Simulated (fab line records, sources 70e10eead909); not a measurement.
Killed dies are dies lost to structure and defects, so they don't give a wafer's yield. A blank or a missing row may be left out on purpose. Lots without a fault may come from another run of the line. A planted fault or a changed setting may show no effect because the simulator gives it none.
Which tool did it? | flow nand_harc | 12 lots, 36 wafers sampled, at 6 steps of a route of 1159

WHAT THE GAUGES READ, wafer by wafer
NHARC_P_M2_THK_MEAS_24: measures by xrf.
lot  | measured     | on            | thk_nm (nm)
L075 | day 6 19:02  | film_metro-02 | 144.6 144.4 142.8
L077 | day 7 01:10  | film_metro-02 | 145.2 144.2 145.1
L078 | day 7 14:11  | film_metro-01 | 143.2 142.8 145.1
L082 | day 8 00:34  | film_metro-01 | 144.5 145.2 145.8
L083 | day 8 12:02  | film_metro-01 | 145.8 141.4 145.3
L086 | day 9 12:09  | film_metro-02 | 145.5 143.8 145.1
L087 | day 9 15:32  | film_metro-01 | 142.0 147.5 142.3
L089 | day 10 08:23 | film_metro-01 | 147.0 145.9 146.2
L091 | day 10 16:12 | film_metro-01 | 144.4 147.1 144.8
L092 | day 10 18:42 | film_metro-02 | 144.7 146.2 144.5
L094 | day 11 15:09 | film_metro-01 | 140.7 141.8 143.7
L097 | day 12 01:19 | film_metro-01 | 142.5 143.1 143.7

WHICH TOOL RAN EACH LOT (tool, then ch and the chambers of the sampled wafers, then the start)
lot  | NHARC_P_M0_DEP_32              | NHARC_P_M1_ETCH_28                            | NHARC_P_M1_PRE_CLEAN_30                 | NHARC_P_M1_CMP_23             | NHARC_P_M2_ETCH_15
L075 | pecvd-04 ch 0,1, day 6 11:02   | rie_diel-10 ch 2,3, day 6 14:33 or earlier    | pvd_sputter-01, day 6 14:33 or earlier  | cmp-04 ch 0,2,3, day 6 14:33  | rie_diel-02 ch 0,2,3, day 6 19:02 or earlier
L077 | pecvd-02 ch 0,1,2, day 6 16:58 | rie_diel-10 ch 2,3, day 6 20:38 or earlier    | pvd_sputter-03, day 6 20:38 or earlier  | cmp-04 ch 0,2,3, day 6 20:38  | rie_diel-03 ch 0,2,3, day 7 01:10 or earlier
L078 | pecvd-02 ch 1,2, day 7 05:32   | rie_diel-10 ch 1,3, day 7 09:04 or earlier    | pvd_sputter-02, day 7 09:04 or earlier  | cmp-01 ch 2,3, day 7 09:04    | rie_diel-03 ch 2,3, day 7 14:11 or earlier
L082 | pecvd-01 ch 0,1, day 7 16:06   | rie_diel-10 ch 0,2,3, day 7 19:59 or earlier  | pvd_sputter-02, day 7 19:59 or earlier  | cmp-01 ch 0,1,2, day 7 19:59  | rie_diel-04 ch 0,1,3, day 8 00:34 or earlier
L083 | pecvd-02 ch 0,2, day 8 03:45   | rie_diel-10 ch 0,2, day 8 07:14 or earlier    | pvd_sputter-03, day 8 07:14 or earlier  | cmp-04 ch 1,2, day 8 07:14    | rie_diel-03 ch 0,1,2, day 8 12:02 or earlier
L086 | pecvd-02 ch 0,1,2, day 9 04:08 | rie_diel-09 ch 1,2,3, day 9 07:42 or earlier  | pvd_sputter-03, day 9 07:42 or earlier  | cmp-01 ch 0,2,3, day 9 07:42  | rie_diel-03 ch 2,3, day 9 12:09 or earlier
L087 | pecvd-02 ch 0,1,2, day 9 07:19 | rie_diel-05 ch 1,2, day 9 10:59 or earlier    | pvd_sputter-01, day 9 10:59 or earlier  | cmp-02 ch 0,1,3, day 9 10:59  | rie_diel-03 ch 1,2,3, day 9 15:32 or earlier
L089 | pecvd-04 ch 0,1, day 9 23:56   | rie_diel-09 ch 1,2,3, day 10 03:27 or earlier | pvd_sputter-01, day 10 03:27 or earlier | cmp-04 ch 0,1,3, day 10 03:27 | rie_diel-02 ch 0,3, day 10 08:23 or earlier
L091 | pecvd-02 ch 0,2, day 10 08:07  | rie_diel-09 ch 0,1,2, day 10 11:31 or earlier | pvd_sputter-03, day 10 11:31 or earlier | cmp-04 ch 1,2,3, day 10 11:31 | rie_diel-04 ch 0,1,2, day 10 16:12 or earlier
L092 | pecvd-04 ch 0,2, day 10 10:29  | rie_diel-09 ch 0,2,3, day 10 14:08 or earlier | pvd_sputter-03, day 10 14:08 or earlier | cmp-01 ch 0,3, day 10 14:08   | rie_diel-03 ch 0,2,3, day 10 18:42 or earlier
L094 | pecvd-04 ch 1,2, day 11 06:41  | rie_diel-05 ch 0,1,2, day 11 10:08 or earlier | pvd_sputter-01, day 11 10:08 or earlier | cmp-01 ch 0,1,2, day 11 10:08 | rie_diel-04 ch 0,2,3, day 11 15:09 or earlier
L097 | pecvd-02 ch 0,1, day 11 17:32  | rie_diel-10 ch 0,3, day 11 20:59 or earlier   | pvd_sputter-02, day 11 20:59 or earlier | cmp-02 ch 0,2,3, day 11 20:59 | rie_diel-03 ch 0,1,3, day 12 01:19 or earlier
- NHARC_P_M0_DEP_32: deposits SiCN, target thk 30 nm.
- NHARC_P_M1_ETCH_28: etches the open film in CF4/N2, target depth 30 nm, time 72.99 s.
- NHARC_P_M1_PRE_CLEAN_30: time 30 s.
- NHARC_P_M1_CMP_23: polishes, t overpolish 20 s, target thk 157.82 nm.
- NHARC_P_M2_ETCH_15: etches the open film in C4F8/Ar, target depth 182.5 nm, time 91.2 s.

THE ANSWER, worked out from the rows above alone
Rule: what is usual is taken from the lots themselves. Put in order of their means at a reading, lots are off if they are a third of the lots or fewer, leave a main group of 4 or more, and stand apart from it by a gap of 3 or more times the standard deviation of the main group's means; of several such gaps the widest counts. A main group whose means are all the same, to the digits that the tables above print for the reading, isn't used. A lot without any number at a reading at which 4 lots or more have one is off too. The other lots that the step has rows for count as sound.
No lot is off at any reading shown: from this, nothing can be told.

WHAT THE SIMULATOR HAD PUT IN
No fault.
